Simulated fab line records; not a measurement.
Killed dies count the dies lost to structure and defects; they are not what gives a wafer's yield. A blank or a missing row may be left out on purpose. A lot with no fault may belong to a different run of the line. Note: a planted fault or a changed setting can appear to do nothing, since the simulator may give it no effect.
Chamber matching / flow n5-finfet / 4 sister chambers for N5_BEOL_M8_DESCUM_16 on rie-diel-06
The step chemistry O2, time 7.9 s. 22 wafers are shown with their chamber, then 11 later ones without.

EACH WAFER AND ITS CHAMBER
wafer=L074.1; chamber=2; showerhead-plenum-p-Torr (Torr)=2.25; drypump-motor-current-A (A)=6.4; throttle-valve-pct (%)=20.44
wafer=L074.4; chamber=2; showerhead-plenum-p-Torr (Torr)=2.25; drypump-motor-current-A (A)=6.4; throttle-valve-pct (%)=20.43
wafer=L074.5; chamber=0; showerhead-plenum-p-Torr (Torr)=2.03; drypump-motor-current-A (A)=4.8; throttle-valve-pct (%)=20.28
wafer=L075.3; chamber=3; showerhead-plenum-p-Torr (Torr)=2.08; drypump-motor-current-A (A)=5.6; throttle-valve-pct (%)=20.17
wafer=L075.4; chamber=3; showerhead-plenum-p-Torr (Torr)=2.08; drypump-motor-current-A (A)=5.7; throttle-valve-pct (%)=20.17
wafer=L075.6; chamber=2; showerhead-plenum-p-Torr (Torr)=2.25; drypump-motor-current-A (A)=6.4; throttle-valve-pct (%)=20.42
wafer=L080.2; chamber=1; showerhead-plenum-p-Torr (Torr)=2.16; drypump-motor-current-A (A)=5.5; throttle-valve-pct (%)=20.42
wafer=L080.3; chamber=3; showerhead-plenum-p-Torr (Torr)=2.08; drypump-motor-current-A (A)=5.7; throttle-valve-pct (%)=20.18
wafer=L080.5; chamber=2; showerhead-plenum-p-Torr (Torr)=2.24; drypump-motor-current-A (A)=6.4; throttle-valve-pct (%)=20.44
wafer=L082.1; chamber=3; showerhead-plenum-p-Torr (Torr)=2.08; drypump-motor-current-A (A)=5.7; throttle-valve-pct (%)=20.17
wafer=L082.2; chamber=1; showerhead-plenum-p-Torr (Torr)=2.16; drypump-motor-current-A (A)=5.5; throttle-valve-pct (%)=20.45
wafer=L082.3; chamber=2; showerhead-plenum-p-Torr (Torr)=2.24; drypump-motor-current-A (A)=6.4; throttle-valve-pct (%)=20.44
wafer=L083.4; chamber=1; showerhead-plenum-p-Torr (Torr)=2.16; drypump-motor-current-A (A)=5.6; throttle-valve-pct (%)=20.46
wafer=L083.5; chamber=3; showerhead-plenum-p-Torr (Torr)=2.08; drypump-motor-current-A (A)=5.7; throttle-valve-pct (%)=20.20
wafer=L083.6; chamber=2; showerhead-plenum-p-Torr (Torr)=2.24; drypump-motor-current-A (A)=6.4; throttle-valve-pct (%)=20.47
wafer=L085.4; chamber=3; showerhead-plenum-p-Torr (Torr)=2.08; drypump-motor-current-A (A)=5.7; throttle-valve-pct (%)=20.18
wafer=L085.5; chamber=3; showerhead-plenum-p-Torr (Torr)=2.08; drypump-motor-current-A (A)=5.7; throttle-valve-pct (%)=20.19
wafer=L085.6; chamber=0; showerhead-plenum-p-Torr (Torr)=2.03; drypump-motor-current-A (A)=4.8; throttle-valve-pct (%)=20.31
wafer=L086.2; chamber=0; showerhead-plenum-p-Torr (Torr)=2.03; drypump-motor-current-A (A)=4.8; throttle-valve-pct (%)=20.34
wafer=L086.4; chamber=1; showerhead-plenum-p-Torr (Torr)=2.16; drypump-motor-current-A (A)=5.6; throttle-valve-pct (%)=20.47
wafer=L086.5; chamber=3; showerhead-plenum-p-Torr (Torr)=2.07; drypump-motor-current-A (A)=5.7; throttle-valve-pct (%)=20.20
wafer=L088.1; chamber=2; showerhead-plenum-p-Torr (Torr)=2.23; drypump-motor-current-A (A)=6.4; throttle-valve-pct (%)=20.46

SIGNATURES (means of the wafers above)
reading=showerhead-plenum-p-Torr; chamber 0=2.0300; chamber 1=2.1600; chamber 2=2.2429; chamber 3=2.0787; scatter within a chamber=0.00489
reading=drypump-motor-current-A; chamber 0=4.800; chamber 1=5.550; chamber 2=6.400; chamber 3=5.688; scatter within a chamber=0.0323
reading=throttle-valve-pct; chamber 0=20.3100; chamber 1=20.4500; chamber 2=20.4429; chamber 3=20.1825; scatter within a chamber=0.0184
Rule: a wafer's distance from a chamber is the root of the sum, over the readings, of the square of ((its reading less the chamber's mean) divided by the reading's scatter). If the next closest chamber is less than 2 further off than the closest, the wafer can't be placed; otherwise it belongs to the closest. The scatter is the square root of a quotient: the sum, over the shown wafers, of each reading's squared deviation from its chamber's mean, divided by wafers minus chambers.

WAFERS WITH NO CHAMBER GIVEN
wafer=L088.3; showerhead-plenum-p-Torr (Torr)=2.16; drypump-motor-current-A (A)=5.5; throttle-valve-pct (%)=20.49
wafer=L088.4; showerhead-plenum-p-Torr (Torr)=2.07; drypump-motor-current-A (A)=5.7; throttle-valve-pct (%)=20.20
wafer=L090.3; showerhead-plenum-p-Torr (Torr)=2.02; drypump-motor-current-A (A)=4.8; throttle-valve-pct (%)=20.32
wafer=L090.4; showerhead-plenum-p-Torr (Torr)=2.23; drypump-motor-current-A (A)=6.4; throttle-valve-pct (%)=20.47
wafer=L090.6; showerhead-plenum-p-Torr (Torr)=2.02; drypump-motor-current-A (A)=4.8; throttle-valve-pct (%)=20.32
wafer=L089.3; showerhead-plenum-p-Torr (Torr)=2.23; drypump-motor-current-A (A)=6.4; throttle-valve-pct (%)=20.50
wafer=L089.4; showerhead-plenum-p-Torr (Torr)=2.15; drypump-motor-current-A (A)=5.6; throttle-valve-pct (%)=20.49
wafer=L089.5; showerhead-plenum-p-Torr (Torr)=2.23; drypump-motor-current-A (A)=6.4; throttle-valve-pct (%)=20.47
wafer=L097.1; showerhead-plenum-p-Torr (Torr)=2.23; drypump-motor-current-A (A)=6.4; throttle-valve-pct (%)=20.51
wafer=L097.2; showerhead-plenum-p-Torr (Torr)=2.15; drypump-motor-current-A (A)=5.6; throttle-valve-pct (%)=20.52
wafer=L097.4; showerhead-plenum-p-Torr (Torr)=2.07; drypump-motor-current-A (A)=5.7; throttle-valve-pct (%)=20.24

WHICH CHAMBER EACH ONE RAN IN
wafer=L088.3; from the rows above=1; in truth=1
wafer=L088.4; from the rows above=3; in truth=3
wafer=L090.3; from the rows above=0; in truth=0
wafer=L090.4; from the rows above=2; in truth=2
wafer=L090.6; from the rows above=0; in truth=0
wafer=L089.3; from the rows above=2; in truth=2
wafer=L089.4; from the rows above=1; in truth=1
wafer=L089.5; from the rows above=2; in truth=2
wafer=L097.1; from the rows above=2; in truth=2
wafer=L097.2; from the rows above=1; in truth=1
wafer=L097.4; from the rows above=3; in truth=3
Correctly placed: 11 of 11. Not placeable from these rows: 0. 0 placed wrongly.
